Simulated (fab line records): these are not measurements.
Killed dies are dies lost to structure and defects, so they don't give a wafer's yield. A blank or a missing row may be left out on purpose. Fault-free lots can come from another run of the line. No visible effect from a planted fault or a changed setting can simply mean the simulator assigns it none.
Matching of chambers | flow nand harc | 4 sister chambers for NHARC_A_CHANNEL_HOLE_D1_ETCH_44 on rie diel-10
The step etches the open film in CF4/O2, target depth 140 nm, overetch 14 nm, time 77 s. 20 wafers are shown with their chamber, then 10 later ones without.

## WAFERS WITH THEIR CHAMBER
wafer  | chamber | showerhead plenum p Torr (Torr) | drypump motor current A (A) | rf vpp V (V)
L075.3 | 3       | 1.30                            | 5.9                         | 197.8
L075.5 | 3       | 1.30                            | 5.9                         | 195.7
L075.6 | 0       | 1.31                            | 6.0                         | 197.5
L077.1 | 0       | 1.31                            | 6.0                         | 196.5
L077.2 | 1       | 1.30                            | 5.0                         | 196.8
L077.3 | 2       | 1.41                            | 5.2                         | 200.2
L078.1 | 0       | 1.31                            | 6.0                         | 197.4
L078.2 | 3       | 1.29                            | 5.9                         | 196.5
L078.4 | 1       | 1.30                            | 5.1                         | 197.8
L082.1 | 1       | 1.30                            | 5.1                         | 197.1
L082.4 | 0       | 1.31                            | 6.0                         | 196.0
L082.5 | 3       | 1.29                            | 6.0                         | 196.9
L083.2 | 1       | 1.30                            | 5.0                         | 196.0
L083.3 | 3       | 1.29                            | 5.9                         | 196.2
L083.4 | 0       | 1.31                            | 6.0                         | 195.3
L087.1 | 1       | 1.30                            | 5.1                         | 198.1
L087.4 | 0       | 1.31                            | 6.0                         | 195.7
L087.6 | 2       | 1.41                            | 5.2                         | 198.4
L086.1 | 3       | 1.29                            | 5.9                         | 197.0
L086.2 | 0       | 1.31                            | 6.0                         | 198.0

SIGNATURES (means of the wafers above)
reading                  | chamber 0 | chamber 1 | chamber 2 | chamber 3 | scatter within a chamber
showerhead plenum p Torr | 1.3100    | 1.3000    | 1.4100    | 1.2933    | 0.00289
drypump motor current A  | 6.000     | 5.060     | 5.200     | 5.917     | 0.0356
rf vpp V                 | 196.629   | 197.160   | 199.300   | 196.683   | 0.912
Rule: a wafer lies at a distance from a chamber equal to the root of the sum of squares, over the readings, of (its reading less the chamber's mean, divided by the reading's scatter). The wafer belongs to the nearest chamber; if the next one is less than 2 further off, it can't be placed. The scatter: the root of (the sum of the squares of (reading less its chamber's mean) over the shown wafers, divided by (wafers less chambers)).

## WAFERS WITH NO CHAMBER GIVEN
wafer  | showerhead plenum p Torr (Torr) | drypump motor current A (A) | rf vpp V (V)
L086.5 | 1.30                            | 5.1                         | 197.3
L090.1 | 1.31                            | 5.9                         | 197.7
L090.2 | 1.29                            | 5.9                         | 195.5
L090.6 | 1.30                            | 5.1                         | 197.0
L092.1 | 1.41                            | 5.2                         | 198.2
L092.4 | 1.30                            | 5.1                         | 197.4
L092.5 | 1.30                            | 5.1                         | 197.6
L096.2 | 1.31                            | 6.0                         | 197.4
L096.4 | 1.41                            | 5.3                         | 198.2
L096.5 | 1.30                            | 5.1                         | 196.8

## WHICH CHAMBER EACH ONE RAN IN
wafer  | from the rows above | in truth
L086.5 | 1                   | 1
L090.1 | 0                   | 0
L090.2 | 3                   | 3
L090.6 | 1                   | 1
L092.1 | 2                   | 2
L092.4 | 1                   | 1
L092.5 | 1                   | 1
L096.2 | 0                   | 0
L096.4 | 2                   | 2
L096.5 | 1                   | 1
10 of 10 placed correctly. Not placeable from these rows: 0. 0 placed wrongly.
